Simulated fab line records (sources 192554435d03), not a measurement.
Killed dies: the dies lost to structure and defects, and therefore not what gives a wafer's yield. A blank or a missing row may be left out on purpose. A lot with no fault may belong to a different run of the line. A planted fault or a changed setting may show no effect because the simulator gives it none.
Chamber matching / flow n5Finfet / N5_BEOL_M7_ETCH_72 on rieDiel-04: 4 sister chambers
The step etches underlayer in N2/H2, target depth 6.5 nm, time 5.2 s. 14 wafers are shown with their chamber, then 7 later ones without.

## WAFERS WITH THEIR CHAMBER
wafer=L074.4; chamber=1; showerheadPlenumPTorr (Torr)=2.59; drypumpMotorCurrentA (A)=5.7; etchRfOnTimeS (s)=4.92
wafer=L074.5; chamber=1; showerheadPlenumPTorr (Torr)=2.59; drypumpMotorCurrentA (A)=5.7; etchRfOnTimeS (s)=4.93
wafer=L074.6; chamber=0; showerheadPlenumPTorr (Torr)=2.63; drypumpMotorCurrentA (A)=5.3; etchRfOnTimeS (s)=5.27
wafer=L078.2; chamber=3; showerheadPlenumPTorr (Torr)=2.51; drypumpMotorCurrentA (A)=5.1; etchRfOnTimeS (s)=4.99
wafer=L078.3; chamber=2; showerheadPlenumPTorr (Torr)=2.42; drypumpMotorCurrentA (A)=5.6; etchRfOnTimeS (s)=4.89
wafer=L078.6; chamber=1; showerheadPlenumPTorr (Torr)=2.59; drypumpMotorCurrentA (A)=5.7; etchRfOnTimeS (s)=4.96
wafer=L083.2; chamber=1; showerheadPlenumPTorr (Torr)=2.58; drypumpMotorCurrentA (A)=5.6; etchRfOnTimeS (s)=4.91
wafer=L083.5; chamber=1; showerheadPlenumPTorr (Torr)=2.58; drypumpMotorCurrentA (A)=5.6; etchRfOnTimeS (s)=4.98
wafer=L083.6; chamber=0; showerheadPlenumPTorr (Torr)=2.62; drypumpMotorCurrentA (A)=5.3; etchRfOnTimeS (s)=5.15
wafer=L084.1; chamber=3; showerheadPlenumPTorr (Torr)=2.50; drypumpMotorCurrentA (A)=5.1; etchRfOnTimeS (s)=5.00
wafer=L084.3; chamber=1; showerheadPlenumPTorr (Torr)=2.58; drypumpMotorCurrentA (A)=5.7; etchRfOnTimeS (s)=4.99
wafer=L084.6; chamber=3; showerheadPlenumPTorr (Torr)=2.50; drypumpMotorCurrentA (A)=5.2; etchRfOnTimeS (s)=5.04
wafer=L088.1; chamber=0; showerheadPlenumPTorr (Torr)=2.62; drypumpMotorCurrentA (A)=5.3; etchRfOnTimeS (s)=5.24
wafer=L088.4; chamber=1; showerheadPlenumPTorr (Torr)=2.58; drypumpMotorCurrentA (A)=5.6; etchRfOnTimeS (s)=5.01

SIGNATURES, as means of the wafers listed above
reading=showerheadPlenumPTorr; chamber 0=2.6233; chamber 1=2.5843; chamber 2=2.4200; chamber 3=2.5033; scatter within a chamber=0.00552
reading=drypumpMotorCurrentA; chamber 0=5.300; chamber 1=5.657; chamber 2=5.600; chamber 3=5.133; scatter within a chamber=0.0488
reading=etchRfOnTimeS; chamber 0=5.2200; chamber 1=4.9571; chamber 2=4.8900; chamber 3=5.0100; scatter within a chamber=0.0424
Rule: a wafer's distance from a chamber is the root of the sum, over the readings, of the square of ((its reading less the chamber's mean) divided by the reading's scatter). The wafer belongs to the nearest chamber; if the next one is less than 2 further off, it can't be placed. How the scatter is found: for the shown wafers, subtract from each reading the mean of its chamber, square and add these, divide the total by (wafers less chambers), then take the root.

## WAFERS WITH NO CHAMBER GIVEN
wafer=L088.5; showerheadPlenumPTorr (Torr)=2.62; drypumpMotorCurrentA (A)=5.3; etchRfOnTimeS (s)=5.23
wafer=L090.2; showerheadPlenumPTorr (Torr)=2.61; drypumpMotorCurrentA (A)=5.3; etchRfOnTimeS (s)=5.31
wafer=L090.3; showerheadPlenumPTorr (Torr)=2.57; drypumpMotorCurrentA (A)=5.7; etchRfOnTimeS (s)=5.05
wafer=L090.6; showerheadPlenumPTorr (Torr)=2.49; drypumpMotorCurrentA (A)=5.2; etchRfOnTimeS (s)=5.09
wafer=L091.4; showerheadPlenumPTorr (Torr)=2.57; drypumpMotorCurrentA (A)=5.6; etchRfOnTimeS (s)=5.00
wafer=L091.5; showerheadPlenumPTorr (Torr)=2.49; drypumpMotorCurrentA (A)=5.1; etchRfOnTimeS (s)=5.03
wafer=L091.6; showerheadPlenumPTorr (Torr)=2.61; drypumpMotorCurrentA (A)=5.3; etchRfOnTimeS (s)=5.17

## WHICH CHAMBER EACH ONE RAN IN
wafer=L088.5; from the rows above=0; in truth=0
wafer=L090.2; from the rows above=0; in truth=0
wafer=L090.3; from the rows above=1; in truth=1
wafer=L090.6; from the rows above=3; in truth=3
wafer=L091.4; from the rows above=1; in truth=1
wafer=L091.5; from the rows above=3; in truth=3
wafer=L091.6; from the rows above=0; in truth=0
Correct placement for 7 of the 7. From these rows, 0 cannot be placed. Placed wrongly: 0.
